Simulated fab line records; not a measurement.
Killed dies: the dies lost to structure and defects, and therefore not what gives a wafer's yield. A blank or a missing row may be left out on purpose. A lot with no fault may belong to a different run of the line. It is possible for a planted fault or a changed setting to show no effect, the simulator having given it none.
Which of the tools did it? :: flow nandHarc :: 36 wafers from 12 lots sampled at 5 of the route's 1159 steps

== WHAT THE GAUGES SHOWED, per wafer ==
NHARC_A_M0_OVL_MEAS_10: pitch 160 nm. Usual: overlayXNm 0.0 nm, standard deviation 0.95; overlayYNm -0.1 nm, standard deviation 0.94.
lot: L461
measured: day 17 01:17
on: overlay-01
overlayXNm (nm): 0.6 0.2 0.4
overlayYNm (nm): -1.7 -1.0 -1.7
flag: 

lot: L465
measured: day 18 05:13
on: overlay-02
overlayXNm (nm): 0.1 -0.5 -0.4
overlayYNm (nm): -0.7 -0.3 -0.2
flag: 

lot: L466
measured: day 18 09:40
on: overlay-01
overlayXNm (nm): 1.1 0.3 0.8
overlayYNm (nm): -1.8 -1.6 -2.0
flag: 

lot: L470
measured: day 19 23:06
on: overlay-02
overlayXNm (nm): -1.1 -0.7 -0.7
overlayYNm (nm): 0.3 0.8 0.9
flag: 

lot: L474
measured: day 20 05:39
on: overlay-01
overlayXNm (nm): -0.3 -0.1 0.4
overlayYNm (nm): 0.8 0.9 0.8
flag: 

lot: L473
measured: day 20 15:17
on: overlay-02
overlayXNm (nm): -0.1 -0.7 -0.3
overlayYNm (nm): 1.4 1.2 1.0
flag: 

lot: L475
measured: day 21 07:15
on: overlay-01
overlayXNm (nm): -0.9 -1.1 -1.1
overlayYNm (nm): -0.1 -0.1 -0.2
flag: 

lot: L476
measured: day 21 21:34
on: overlay-01
overlayXNm (nm): 0.4 0.2 0.5
overlayYNm (nm): 2.3 1.9 1.6
flag: 

lot: L480
measured: day 22 03:14
on: overlay-02
overlayXNm (nm): -1.2 -1.3 -1.1
overlayYNm (nm): -0.9 -0.7 -0.5
flag: 

lot: L479
measured: day 22 05:21
on: overlay-02
overlayXNm (nm): -0.1 -0.5 -0.6
overlayYNm (nm): 0.0 -0.2 0.1
flag: 

lot: L483
measured: day 23 01:09
on: overlay-01
overlayXNm (nm): 0.0 0.1 -0.4
overlayYNm (nm): -0.9 -0.8 -1.4
flag: 

lot: L484
measured: day 23 03:04
on: overlay-01
overlayXNm (nm): 0.7 0.7 0.3
overlayYNm (nm): -1.2 -0.8 -1.0
flag: 

NHARC_END_SORT_01. Usual: defectLimitedYield 95.4 %, standard deviation 1.4; killedAtArray 27, standard deviation 10; killedAtOther 0.6, standard deviation 1; killedAtPeriphery 3.4, standard deviation 2.7; killedDies 31, standard deviation 9.7; killedOpen 3.4, standard deviation 1.7; killedShort 2.2, standard deviation 1.5; sort_bin_2_pct 1.4 %, standard deviation 0.57; sort_bin_3_pct 0.25 %, standard deviation 0.23; sort_bin_4_pct 3.0 %, standard deviation 0.94; sortNPass 646, standard deviation 9.7; sortRimYieldPct 95.3 %, standard deviation 3; sortYieldPct 95.4 %, standard deviation 1.4.
lot: L474
measured: day 21 22:49
on: prober-02
defectLimitedYield (%): 98.1 97.6 96.6
killedAtArray: 13 16 17
killedAtOther: 0 0 0
killedAtPeriphery: 0 0 6
killedDies: 13 16 23
killedOpen: 1 3 3
killedShort: 0 2 3
sort_bin_2_pct (%): 0.6 0.7 0.9
sort_bin_3_pct (%): 0 0 0.44
sort_bin_4_pct (%): 1.3 1.6 2.1
sortNPass: 664 661 654
sortRimYieldPct (%): 98.1 98.1 96.2
sortYieldPct (%): 98.1 97.6 96.6
flag: 

lot: L480
measured: day 24 04:32
on: prober-02
defectLimitedYield (%): 0 0 0
killedAtArray: 668 673 667
killedAtOther: 0 0 1
killedAtPeriphery: 9 4 9
killedDies: 677 677 677
killedOpen: 2 5 2
killedShort: 6 3 1
sort_bin_2_pct (%): 97.0 97.2 96.8
sort_bin_3_pct (%): 0.15 0.15 0.30
sort_bin_4_pct (%): 2.8 2.7 3.0
sortNPass: 0 0 0
sortRimYieldPct (%): 0 0 0
sortYieldPct (%): 0 0 0
flag: OFF

== EACH LOT AND THE TOOL THAT RAN IT (in order: tool; ch and the chambers of the sampled wafers; start) ==
lot: L461
NHARC_A_BLC_STRIP_21: rieDiel-04 ch 0,2,3, day 16 22:29
NHARC_A_BLC_DEGAS_30: pvdSputter-02, day 16 22:55
NHARC_A_M0_PVD_21: pvdSputter-01, day 17 02:31

lot: L465
NHARC_A_BLC_STRIP_21: rieDiel-13 ch 0,3, day 17 21:48
NHARC_A_BLC_DEGAS_30: pvdSputter-02, day 17 22:13
NHARC_A_M0_PVD_21: pvdSputter-01, day 18 06:34

lot: L466
NHARC_A_BLC_STRIP_21: rieDiel-13 ch 0,1,3, day 18 06:53
NHARC_A_BLC_DEGAS_30: pvdSputter-03, day 18 07:18
NHARC_A_M0_PVD_21: pvdSputter-02, day 18 10:55

lot: L470
NHARC_A_BLC_STRIP_21: rieDiel-13 ch 0,2,3, day 19 19:31
NHARC_A_BLC_DEGAS_30: pvdSputter-03, day 19 19:56
NHARC_A_M0_PVD_21: pvdSputter-03, day 20 00:21

lot: L474
NHARC_A_BLC_STRIP_21: rieDiel-04 ch 1,3, day 20 02:50
NHARC_A_BLC_DEGAS_30: pvdSputter-01, day 20 03:16
NHARC_A_M0_PVD_21: pvdSputter-01, day 20 06:58

lot: L473
NHARC_A_BLC_STRIP_21: rieDiel-09 ch 0,1, day 20 07:18
NHARC_A_BLC_DEGAS_30: pvdSputter-02, day 20 07:44
NHARC_A_M0_PVD_21: pvdSputter-02, day 20 16:58

lot: L475
NHARC_A_BLC_STRIP_21: rieDiel-13 ch 0,1,2, day 20 15:12
NHARC_A_BLC_DEGAS_30: pvdSputter-03, day 20 15:36
NHARC_A_M0_PVD_21: pvdSputter-01, day 21 08:36

lot: L476
NHARC_A_BLC_STRIP_21: rieDiel-13 ch 0,2,3, day 21 09:38
NHARC_A_BLC_DEGAS_30: pvdSputter-03, day 21 10:03
NHARC_A_M0_PVD_21: pvdSputter-03, day 21 22:52

lot: L480
NHARC_A_BLC_STRIP_21: rieDiel-04 ch 1,2,3, day 22 00:20
NHARC_A_BLC_DEGAS_30: pvdSputter-02, day 22 00:46
NHARC_A_M0_PVD_21: pvdSputter-01, day 22 04:34

lot: L479
NHARC_A_BLC_STRIP_21: rieDiel-13 ch 0,2,3, day 22 02:42
NHARC_A_BLC_DEGAS_30: pvdSputter-03, day 22 03:07
NHARC_A_M0_PVD_21: pvdSputter-01, day 22 06:37

lot: L483
NHARC_A_BLC_STRIP_21: rieDiel-09 ch 0,2,3, day 22 22:22
NHARC_A_BLC_DEGAS_30: pvdSputter-03, day 22 22:47
NHARC_A_M0_PVD_21: pvdSputter-02, day 23 02:26

lot: L484
NHARC_A_BLC_STRIP_21: rieDiel-04 ch 2,3, day 22 23:18
NHARC_A_BLC_DEGAS_30: pvdSputter-03, day 22 23:44
NHARC_A_M0_PVD_21: pvdSputter-02, day 23 04:23
- NHARC_A_BLC_STRIP_21: strips in O2.
- NHARC_A_BLC_DEGAS_30: time 60 s.
- NHARC_A_M0_PVD_21: deposits Cu, target thk 30 nm, time 20.49 s.

== WHAT THE TOOLS THEMSELVES READ (means of the sampled wafers that have a number; where no wafer has one, the mark that the record gives instead) ==
NHARC_A_BLC_STRIP_21. Usual: drypumpMotorCurrentA 5.6 A, standard deviation 0.41; oesProductAu 0.999 a.u., standard deviation 0.0069; rfVppV 57.9 V, standard deviation 0.87; showerheadPlenumPTorr 3.51 Torr, standard deviation 0.13; throttleValvePct 17.037 %, standard deviation 0.0096.
lot: L461
tool: rieDiel-04
drypumpMotorCurrentA (A): 5.8
oesProductAu (a.u.): 1.000
rfVppV (V): 57.8
showerheadPlenumPTorr (Torr): 3.49
throttleValvePct (%): 17.039
flag: 

lot: L465
tool: rieDiel-13
drypumpMotorCurrentA (A): 5.8
oesProductAu (a.u.): 0.996
rfVppV (V): 57.5
showerheadPlenumPTorr (Torr): 3.60
throttleValvePct (%): 17.034
flag: 

lot: L466
tool: rieDiel-13
drypumpMotorCurrentA (A): 5.8
oesProductAu (a.u.): 0.996
rfVppV (V): 58.3
showerheadPlenumPTorr (Torr): 3.59
throttleValvePct (%): 17.039
flag: 

lot: L470
tool: rieDiel-13
drypumpMotorCurrentA (A): 5.6
oesProductAu (a.u.): 0.997
rfVppV (V): 57.7
showerheadPlenumPTorr (Torr): 3.52
throttleValvePct (%): 17.031
flag: 

lot: L474
tool: rieDiel-04
drypumpMotorCurrentA (A): 5.3
oesProductAu (a.u.): 0.989
rfVppV (V): 56.5
showerheadPlenumPTorr (Torr): 3.46
throttleValvePct (%): 17.050
flag: 

lot: L473
tool: rieDiel-09
drypumpMotorCurrentA (A): 5.0
oesProductAu (a.u.): 0.997
rfVppV (V): 58.2
showerheadPlenumPTorr (Torr): 3.46
throttleValvePct (%): 17.042
flag: 

lot: L475
tool: rieDiel-13
drypumpMotorCurrentA (A): 5.5
oesProductAu (a.u.): 1.002
rfVppV (V): 57.5
showerheadPlenumPTorr (Torr): 3.51
throttleValvePct (%): 17.033
flag: 

lot: L476
tool: rieDiel-13
drypumpMotorCurrentA (A): 5.6
oesProductAu (a.u.): 1.007
rfVppV (V): 57.6
showerheadPlenumPTorr (Torr): 3.52
throttleValvePct (%): 17.034
flag: 

lot: L480
tool: rieDiel-04
drypumpMotorCurrentA (A): 5.7
oesProductAu (a.u.): 1.001
rfVppV (V): 58.5
showerheadPlenumPTorr (Torr): 3.49
throttleValvePct (%): 17.035
flag: 

lot: L479
tool: rieDiel-13
drypumpMotorCurrentA (A): 5.6
oesProductAu (a.u.): 0.988
rfVppV (V): 58.0
showerheadPlenumPTorr (Torr): 3.52
throttleValvePct (%): 17.039
flag: 

lot: L483
tool: rieDiel-09
drypumpMotorCurrentA (A): 5.2
oesProductAu (a.u.): 0.998
rfVppV (V): 57.9
showerheadPlenumPTorr (Torr): 3.56
throttleValvePct (%): 17.031
flag: 

lot: L484
tool: rieDiel-04
drypumpMotorCurrentA (A): 6.0
oesProductAu (a.u.): 0.998
rfVppV (V): 57.5
showerheadPlenumPTorr (Torr): 3.40
throttleValvePct (%): 17.041
flag: 

NHARC_A_BLC_DEGAS_30. Usual: heaterPowerW at 457 W, with a standard deviation of 31.
lot: L461
tool: pvdSputter-02
heaterPowerW (W): 425
flag: 

lot: L465
tool: pvdSputter-02
heaterPowerW (W): 452
flag: 

lot: L466
tool: pvdSputter-03
heaterPowerW (W): 461
flag: 

lot: L470
tool: pvdSputter-03
heaterPowerW (W): 460
flag: 

lot: L474
tool: pvdSputter-01
heaterPowerW (W): 477
flag: 

lot: L473
tool: pvdSputter-02
heaterPowerW (W): 453
flag: 

lot: L475
tool: pvdSputter-03
heaterPowerW (W): 477
flag: 

lot: L476
tool: pvdSputter-03
heaterPowerW (W): 479
flag: 

lot: L480
tool: pvdSputter-02
heaterPowerW (W): 416
flag: 

lot: L479
tool: pvdSputter-03
heaterPowerW (W): 477
flag: 

lot: L483
tool: pvdSputter-03
heaterPowerW (W): 474
flag: 

lot: L484
tool: pvdSputter-03
heaterPowerW (W): 470
flag: 

NHARC_A_M0_PVD_21. Usual: cathodeDcPowerW 4999.9 W, standard deviation 0.91; chamberPressurePa 5.000 Pa, standard deviation 0.0099; throttleValvePct 29.8 %, standard deviation 0.95.
lot: L461
tool: pvdSputter-01
cathodeDcPowerW (W): 5000.2
chamberPressurePa (Pa): 5.001
throttleValvePct (%): 29.2
flag: 

lot: L465
tool: pvdSputter-01
cathodeDcPowerW (W): 5000.3
chamberPressurePa (Pa): 5.007
throttleValvePct (%): 29.6
flag: 

lot: L466
tool: pvdSputter-02
cathodeDcPowerW (W): 5000.7
chamberPressurePa (Pa): 4.995
throttleValvePct (%): 30.3
flag: 

lot: L470
tool: pvdSputter-03
cathodeDcPowerW (W): 5000.0
chamberPressurePa (Pa): 5.005
throttleValvePct (%): 29.9
flag: 

lot: L474
tool: pvdSputter-01
cathodeDcPowerW (W): 4999.4
chamberPressurePa (Pa): 4.993
throttleValvePct (%): 29.4
flag: 

lot: L473
tool: pvdSputter-02
cathodeDcPowerW (W): 4999.3
chamberPressurePa (Pa): 5.003
throttleValvePct (%): 30.4
flag: 

lot: L475
tool: pvdSputter-01
cathodeDcPowerW (W): 4999.2
chamberPressurePa (Pa): 5.005
throttleValvePct (%): 29.5
flag: 

lot: L476
tool: pvdSputter-03
cathodeDcPowerW (W): 5001.0
chamberPressurePa (Pa): 4.998
throttleValvePct (%): 29.7
flag: 

lot: L480
tool: pvdSputter-01
cathodeDcPowerW (W): -
chamberPressurePa (Pa): -
throttleValvePct (%): -
flag: OFF

lot: L479
tool: pvdSputter-01
cathodeDcPowerW (W): -
chamberPressurePa (Pa): -
throttleValvePct (%): -
flag: OFF

lot: L483
tool: pvdSputter-02
cathodeDcPowerW (W): 5000.1
chamberPressurePa (Pa): 4.993
throttleValvePct (%): 30.4
flag: 

lot: L484
tool: pvdSputter-02
cathodeDcPowerW (W): 4999.7
chamberPressurePa (Pa): 4.998
throttleValvePct (%): 30.4
flag: 

== THE ANSWER, worked out from the rows above alone ==
Rule: a lot is off if the mean of its wafers that have a number lies more than 3 standard deviations from the usual mean. Also off: a lot with no number at a reading for which 4 or more lots have one. Any other lot the step has rows for is counted as sound. The gauges are gone through in route order, then the tools' own readings, and for those a lot's mean is taken as printed above. At the first step where some lot is off, the reading lying furthest off is the one used; lots without a number count as furthest.
Off: L480 (NHARC_END_SORT_01, sort_bin_2_pct). Neither off nor sound, because the step has no rows for them: L461, L465, L466, L470, L473, L475, L476, L479, L483, L484.
A tool fits if, at a process step before that reading, it ran every lot that is off, and no sound lot after the first of them. Not tried: the gauges at NHARC_END_SORT_01; whatever is off there is also off at NHARC_A_M0_PVD_21, on other tools, and gauge error can't account for it. Can't be told from this: 3 tools fit, rieDiel-04 at NHARC_A_BLC_STRIP_21, pvdSputter-02 at NHARC_A_BLC_DEGAS_30, pvdSputter-01 at NHARC_A_M0_PVD_21.

== WHAT HAD BEEN PUT IN BY THE SIMULATOR ==
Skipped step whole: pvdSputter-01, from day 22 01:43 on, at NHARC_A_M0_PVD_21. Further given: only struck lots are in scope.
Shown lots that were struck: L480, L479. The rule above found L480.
